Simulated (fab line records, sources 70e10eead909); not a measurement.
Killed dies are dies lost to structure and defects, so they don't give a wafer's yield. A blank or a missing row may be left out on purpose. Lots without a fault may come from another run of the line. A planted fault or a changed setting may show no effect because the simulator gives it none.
fab line records | flow nand_harc | part 2 of 2: steps 31 to 37 of 37
record lots=5 wafers=15 last_day=32
route steps=1302 shown P_GATE@202 P_CONTACT@217
lots that met no fault: from a run of the same line without faults
start_h: hours from the record's first day to the start of the lot's first wafer shown | wait_h: hours since the lot's step before | " the same as in the row above | L1.1+2: a row that stands for several wafers | - no value, or no start given | * or withheld: withheld | < > ~ a bound
route shown NAME@n: a module of which the file shows steps, and the number in the route of the first | usual: mean/standard deviation of fault-free wafers | same: alike in all rows | chamber/n: place in a boat | sites: the reading at each site | _std_site: their standard deviation | _edge_site: outer sites' mean less inner sites' | radius_mm: how far each site lies from the wafer's centre | mask NAME#n: copy n | behind: the tool/chamber that last shaped the wafer | hold: why the lot was held/for how many hours/how that ended | device: the transistor (n, p or np) that didn't switch | end of line: the same wafers' tests at the end of the route | a step without rows: its recipe alone | killed: dies lost to structure and defects at the first sort, not the wafer's yield | map: a wafer's dies, x killed, . not, _ none there
set.NAME: the setting as run; set.NAME@STEP: as run at that earlier step | model.NAME: the simulator's own value behind a step, which no gauge read
lots at some steps of the route; a table a step, a row a wafer
services: from which hour (start_h, from the record's first day; less than 0 if before it) a tool's chamber was out of use, for how many hours, and why
## steps
# step NHARC_P_CONTACT_OVL_MEAS_13
# usual overlay_x_nm=0.0/0.81 overlay_y_nm=0.1/0.92
# columns lot.wafer tool chamber start_h wait_h overlay_x_nm overlay_y_nm
L077.1 overlay-01 - 147.51 - 0.5 0.6
L077.4 " - " " 0.4 0.8
L077.6 " - " " 0.4 0.1
L080.2 overlay-01 - 180.54 - 0.3 -0.1
L080.3 " - " " 1.4 -0.1
L080.5 " - " " 0.8 0.4
L090.1 overlay-02 - 275.92 - 0.2 0.1
L090.2 " - " " 1.1 0.1
L090.4 " - " " 0.7 0.3
L089.1 overlay-02 - 276.70 - 1.0 0.9
L089.3 " - " " 1.8 1.0
L089.6 " - " " 1.5 0.6
L094.1 overlay-01 - 318.62 - -1.9 -0.3
L094.5 " - " " -1.8 -0.6
L094.6 " - " " -1.6 -0.7
# step NHARC_P_CONTACT_INSPECT_14
# usual raw_defect_count=4.4/2.4
# columns lot.wafer tool chamber start_h wait_h raw_defect_count
L077.1 defect_inspect-01 - 147.54 0.0 5
L077.4 " - " " 4
L077.6 " - " " 8
L080.2 defect_inspect-01 - 180.57 0.0 1
L080.3 " - " " 1
L080.5 " - " " 4
L090.1 defect_inspect-01 - 275.95 0.0 6
L090.2 " - " " 9
L090.4 " - " " 6
L089.1 defect_inspect-01 - 276.74 0.0 7
L089.3 " - " " 1
L089.6 " - " " 6
L094.1 defect_inspect-01 - 318.65 0.0 3
L094.5 " - " " 2
L094.6 " - " " 5
# step NHARC_P_CONTACT_DESCUM_17
# recipe time_s=3 o2_flow_sccm=200 ar_flow_sccm=0 bias_power_w=0 chemistry=O2
# usual drypump_motor_current_A=5.6/0.36 o2_flow_sccm=200.0/0.57 oes_product_au=1.001/0.011 rf_vpp_V=57.8/0.94 showerhead_plenum_p_Torr=1.93/0.076 throttle_valve_pct=11.312/0.0087
# columns lot.wafer tool chamber start_h wait_h drypump_motor_current_A o2_flow_sccm oes_product_au rf_hours_counter_h rf_vpp_V showerhead_plenum_p_Torr throttle_valve_pct
L077.4 rie_diel-13 3 147.64 0.1 6.0 199.0 0.997 4.3 58.4 1.95 11.310
L077.1 " 1 " " 4.9 200.3 0.998 4.0 59.1 2.03 11.317
L077.6 " 2 " " 5.9 200.5 0.996 - 57.8 1.80 11.311
L080.3 rie_diel-13 0 180.63 0.1 4.9 199.6 0.999 0.1 57.0 1.92 11.335
L080.2 " 2 " " 5.9 199.6 0.997 0.1 59.0 1.80 11.312
L080.5 " 0 " " 4.9 199.2 1.012 - 58.8 1.92 11.313
L090.1 rie_diel-06 0 276.02 0.1 5.2 199.9 1.010 7.6 57.3 2.02 11.300
L090.4 " 1 " " 5.7 200.4 1.016 7.9 57.8 1.93 11.308
L090.2 " 2 " " 5.6 199.3 1.001 9.0 56.1 1.97 11.316
L089.3 rie_diel-13 0 276.81 0.1 4.9 201.1 1.013 1.9 58.6 1.92 11.299
L089.1 " 2 " " 5.9 199.9 1.000 1.9 56.3 1.80 11.295
L089.6 " 0 " " 4.9 200.5 1.010 - 58.7 1.92 11.311
L094.1 rie_diel-13 0 318.74 0.1 4.9 200.2 1.016 3.9 57.4 1.92 11.303
L094.5 " 1 " " 4.9 200.9 1.010 - 57.5 2.03 11.319
L094.6 " 2 " " 5.9 200.5 1.006 - 56.8 1.80 11.309
# step NHARC_P_CONTACT_ETCH_35
# recipe target_depth_a=390 over_etch_frac=0.3 time_s=65 ion_energy_ev=80 cf4_flow_sccm=150 ar_flow_sccm=0 rf_w=300 bias_w=100 chemistry=CF4
# usual drypump_motor_current_A=5.6/0.35 oes_product_au=1.002/0.011 rf_vpp_V=151.3/1.2 showerhead_plenum_p_Torr=1.78/0.065 throttle_valve_pct=13.283/0.01
# columns lot.wafer tool chamber start_h wait_h drypump_motor_current_A oes_product_au rf_hours_counter_h rf_vpp_V showerhead_plenum_p_Torr throttle_valve_pct
L077.4 rie_diel-13 2 147.71 0.1 5.9 0.999 4.2 149.5 1.67 13.274
L077.1 " 0 " " 4.9 0.999 4.1 152.0 1.78 13.281
L077.6 " 3 " " 6.0 1.003 - 151.9 1.80 13.276
L080.2 rie_diel-13 0 180.73 0.1 4.9 0.998 0.1 149.5 1.78 13.289
L080.3 " 1 " " 4.9 1.019 0.2 151.7 1.87 13.276
L080.5 " 3 " " 6.0 0.988 - 152.9 1.80 13.284
L090.2 rie_diel-06 2 276.10 0.1 5.5 1.019 9.0 152.2 1.82 13.270
L090.1 " 3 " " 5.8 0.992 9.4 151.5 1.83 13.302
L090.4 " 1 " " 5.7 1.025 7.9 150.4 1.78 13.283
L089.3 rie_diel-13 3 276.88 0.1 6.0 1.004 2.1 150.2 1.80 13.282
L089.1 " 0 " " 4.9 1.002 1.9 151.4 1.78 13.264
L089.6 " 3 " " 6.0 0.999 - 151.7 1.80 13.296
L094.1 rie_diel-13 0 318.80 0.1 4.9 1.009 3.9 151.1 1.77 13.272
L094.5 " 0 " " 4.9 1.009 - 151.2 1.77 13.280
L094.6 " 1 " " 4.9 1.016 - 151.8 1.87 13.304
# step NHARC_P_CONTACT_ETCH_36
# recipe target_depth_a=2600 over_etch_frac=0.25 time_s=406.25 ion_energy_ev=200 n2_flow_sccm=150 h2_flow_sccm=150 ar_flow_sccm=0 rf_w=400 bias_w=150 chemistry=N2/H2
# usual drypump_motor_current_A=5.6/0.35 oes_product_au=1.001/0.011 rf_vpp_V=431.1/2.5 showerhead_plenum_p_Torr=2.06/0.083 throttle_valve_pct=14.171/0.0087
# columns lot.wafer tool chamber start_h wait_h drypump_motor_current_A oes_product_au rf_hours_counter_h rf_vpp_V showerhead_plenum_p_Torr throttle_valve_pct
L077.4 rie_diel-13 1 - - 4.9 1.008 4.1 435.1 2.17 14.160
L077.1 " 0 " " 4.9 0.992 4.1 430.5 2.05 14.168
L077.6 " 2 " " 5.8 0.999 - 427.1 1.91 14.174
L080.2 rie_diel-13 0 - - 4.9 1.003 0.2 432.7 2.05 14.174
L080.3 " 1 " " 4.9 1.007 0.2 435.4 2.17 14.184
L080.5 " 3 " " 6.0 0.996 - 431.4 2.08 14.174
L090.2 rie_diel-06 3 - - 5.8 0.996 9.5 432.5 2.12 14.182
L090.4 " 0 " " 5.2 1.015 7.7 435.4 2.15 14.162
L090.1 " 1 " " 5.7 1.025 7.9 431.9 2.06 14.167
L089.3 rie_diel-13 1 - - 4.9 1.010 1.9 433.8 2.17 14.163
L089.1 " 0 " " 4.9 0.999 2.0 430.3 2.05 14.168
L089.6 " 2 " " 5.9 1.004 - 427.7 1.91 14.174
L094.1 rie_diel-13 2 - - 5.9 1.002 3.8 426.8 1.91 14.169
L094.5 " 0 " " 4.9 1.004 - 430.2 2.05 14.169
L094.6 " 1 " " 4.9 1.012 - 433.6 2.17 14.160
# step NHARC_P_CONTACT_ETCH_18
# recipe target_depth_a=4810 time_s=240.5 c4f8_flow_sccm=20 o2_flow_sccm=10 ar_flow_sccm=withheld rf_w=600 bias_w=1500 chemistry=C4F8/O2/Ar
# usual oes_product_au=0.955/0.02 rf_vpp_V=979/5.1
# columns lot.wafer tool chamber start_h wait_h oes_product_au rf_hours_counter_h rf_vpp_V
L077.4 rie_diel-13 1 - - 0.968 4.3 987
L077.1 " 0 " " 0.953 4.2 980
L077.6 " 1 " " 0.970 - 986
L080.2 rie_diel-13 2 - - 0.961 0.4 970
L080.3 " 3 " " 0.973 0.4 983
L080.5 " 3 " " 0.982 - 982
L090.1 rie_diel-06 0 - - 0.974 7.8 985
L090.4 " 1 " " 0.979 8.0 980
L090.2 " 2 " " 0.980 9.3 982
L089.1 rie_diel-13 3 - - 0.918 2.3 982
L089.3 " 2 " " 0.923 2.2 971
L089.6 " 0 " " 0.922 - 977
L094.1 rie_diel-13 0 - - 0.974 4.1 978
L094.5 " 3 " " 0.973 - 981
L094.6 " 0 " " 0.966 - 979
# step NHARC_P_CONTACT_STRIP_37
# recipe c4f8_flow_sccm=withheld o2_flow_sccm=8 ar_flow_sccm=withheld bias_w=0 chemistry=C4F8/O2/Ar
# columns lot.wafer tool chamber start_h wait_h
L077.4+1+6 rie_diel-13 3,2,3 - -
L080.3+2+5 rie_diel-13 3,2,3 - -
L090.2+4+1 rie_diel-06 2,3,0 - -
L089.1+3+6 rie_diel-13 2,0,3 - -
L094.1+5+6 rie_diel-13 3,0,1 - -
## services
# columns tool chamber start_h hours kind
pecvd-02 - 124.25 2.7 repair
rie_diel-06 - 130.20 9.0 pm
pecvd-03 1 140.93 2.8 repair
litho_track-01 - 155.00 7.0 pm
pvd_sputter-03 - 161.20 8.2 repair
plasma_asher-01 - 165.00 9.0 pm
rie_diel-13 - 165.00 9.0 pm
pvd_sputter-03 - 170.00 10.0 pm
wet_bench-09 - 176.80 8.0 pm
litho_track-06 - 179.00 7.0 pm
pvd_sputter-02 - 180.23 7.5 repair
pecvd-03 - 185.00 13.0 pm
litho_track-04 - 203.00 7.0 pm
rie_diel-06 0 207.25 4.2 repair
pvd_sputter-01 - 210.43 8.1 repair
pvd_sputter-01 - 226.00 10.0 pm
pecvd-02 - 227.00 13.0 pm
wet_bench-05 - 235.72 5.4 repair
pvd_sputter-01 - 257.03 2.3 repair
rie_diel-06 0 259.36 6.0 repair
wet_bench-05 - 260.80 8.0 pm
plasma_asher-01 - 292.50 0.5 repair
rie_diel-06 - 307.33 9.0 pm
rie_diel-06 1 317.35 10.1 repair
